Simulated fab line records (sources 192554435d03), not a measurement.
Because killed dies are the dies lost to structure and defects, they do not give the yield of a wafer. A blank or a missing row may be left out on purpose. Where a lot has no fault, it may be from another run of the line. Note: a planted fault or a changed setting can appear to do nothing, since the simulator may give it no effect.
A lot that was struck, set against a sound lot    flow n5-finfet    16 out of 1938 route steps
Sound: wafers L569.2, L569.5, L569.6. Struck: wafer L557.3. (L557.2 of the same lot was not struck and is left out.) The cause comes at the end.
Each step with rows lists, per side, the tool, then ch with its chambers, then its first start. Under that, the readings that differ: sound wafers    struck wafers    difference of the means    sigmas: that difference in standard deviations of wafers without a fault.
alike: same words and numbers on both sides, and readings whose means sit less than 2 such deviations apart. not compared: any withheld reading, any reading some wafer has no value for, any bound like >300 that may hide the same value, and any number with overlapping values for which the record gives no deviation.
Wherever a step has rows on one side only, a row that says differs or no value, or a row with sigmas, the two part there. Numbers that have no deviation but don't overlap get no sigmas and don't part them. Lack of a reading on every wafer of one side parts them only where that side has two or more wafers.

first, 6 steps without rows for these wafers: N5_MOL_CONTACT_COAG_COAT_78 (resist thk 40 nm); N5_MOL_CONTACT_COAG_EBR_80; N5_MOL_CONTACT_COAG_SOFTBAKE_79 (time 60 s); N5_MOL_CONTACT_COAG_EXPOSE_81 (exposes mask VG, defocus 0 nm); N5_MOL_CONTACT_COAG_PEB_82 (peb time 60 s); N5_MOL_CONTACT_COAG_DEVELOP_83 (develop time 30 s).
N5_MOL_CONTACT_COAG_CD_MEAS_84: target cd 25.1 nm.
  sound on cd-sem-01 ch 0, day 9 10:09; struck on cd-sem-01 ch 0, day 6 12:34
  alike: cd-nm
N5_MOL_CONTACT_COAG_OVL_MEAS_85:
  sound on overlay-02 ch 0, day 9 10:11; struck on overlay-02 ch 0, day 6 12:35
  alike: VG_OVL
N5_MOL_CONTACT_COAG_INSPECT_57: inspects for defects (brightfield).
  sound on defect-inspect-01, day 9 10:14; struck on defect-inspect-02, day 6 12:38
  alike: raw-defect-count
N5_MOL_CONTACT_COAG_DESCUM_88: chemistry O2, time 7 s.
  sound on rie-diel-04 ch 0,1,3, day 9 10:22; struck on rie-diel-04 ch 0, day 6 12:41
  alike: drypump-motor-current-A, oes-product-au, rf-vpp-V, showerhead-plenum-p-Torr, throttle-valve-pct
  not compared: rf-hours-counter-h
N5_MOL_CONTACT_COAG_ETCH_89: etches underlayer in N2/H2, target depth 13 nm, time 10.4 s.
  sound on rie-diel-04 ch 0,1,3, day 9 10:24; struck on rie-diel-04 ch 0, day 6 12:43
  alike: drypump-motor-current-A, etch-rf-on-time-s, oes-product-au, rf-vpp-V, showerhead-plenum-p-Torr, throttle-valve-pct
  not compared: rf-hours-counter-h
N5_MOL_CONTACT_COAG_ETCH_90: etches SiARC in CF4, target depth 13 nm, time 21.7 s.
  sound on rie-diel-04 ch 0,1,3, day 9 10:25; struck on rie-diel-04 ch 0, day 6 12:44
  alike: cf4-flow-sccm, drypump-motor-current-A, etch-rf-on-time-s, mfc-ar-sccm, oes-product-au, rf-vpp-V, showerhead-plenum-p-Torr, throttle-valve-pct
  not compared: rf-hours-counter-h
N5_MOL_CONTACT_COAG_ALD_131: deposits SiO2, target thk 5 nm, pulse time 1 s, co reactant pulse time 1 s.
  sound on ald-sin-02 ch 0,1, day 9 10:30; struck on ald-sin-01 ch 3, day 6 12:49
reading                                             sound     struck  difference  sigmas
ald-cycles                                          35 35 35  39      +4          
model.SiO2_of_MOL_CONTACT_COAG_ALD_131.thk-nm (nm)  5 5 5     5.6     +0.6        
  alike: heater-power-outer-w, heater-power-w, precursor-pulse-height-rel, susceptor-temp-C
N5_MOL_CONTACT_COAG_ETCHBACK_132: etches SiO2 in CHF3, target depth 10 nm, time 6.7 s.
  sound on rie-diel-04 ch 0,1, day 9 10:41; struck on rie-diel-03 ch 2, day 6 12:59
reading             sound              struck  difference  sigmas
mfc-ar-sccm (sccm)  200.5 200.3 200.8  198.3   -2.2        -4
  alike: drypump-motor-current-A, oes-product-au, rf-vpp-V, showerhead-plenum-p-Torr, throttle-valve-pct
  not compared: rf-hours-counter-h
-- here the record skips 4 days between the struck wafers' starts before and after, leaving off in module MOL_CONTACT_COAG and picking up in module BEOL_M4 (first step shown: number 1111 of the route) --
N5_BEOL_M4_RC_MEAS_101:
  sound on prober-02 ch 0, day 12 22:40; struck on prober-01 ch 0, day 10 10:10
  alike: DIBL_N, DIBL_P, IOFF_N, IOFF_P, ION_N, ION_P, SS_N, SS_P, VT_N, VT_P
-- a jump in the record: the struck wafers' starts before and after are 4 days apart (it breaks off in module BEOL_M4 and resumes in module PASSIVATION, where the first step shown is number 1936 of the route) --
N5_PASSIVATION_PROBE_49:
  sound on prober-01, day 17 15:58; struck on prober-01, day 14 20:34
  alike: defect-limited-yield, killed_at_M0_to_M3, killed_at_M4_up, killed-at-contacts, killed-at-front-end, killed-at-other, killed-dies, killed-open, killed-short, sort_bin_5_function, sort_bin_6_memory, sort_bin_8_speed, sort-n-pass, sort-yield-pct

WHERE THEY PART
N5_MOL_CONTACT_COAG_ETCHBACK_132 only, going by this record. Later steps at which nothing parts them and some readings are alike: N5_BEOL_M4_RC_MEAS_101, N5_PASSIVATION_PROBE_49.

WHY: the cause the simulator had injected
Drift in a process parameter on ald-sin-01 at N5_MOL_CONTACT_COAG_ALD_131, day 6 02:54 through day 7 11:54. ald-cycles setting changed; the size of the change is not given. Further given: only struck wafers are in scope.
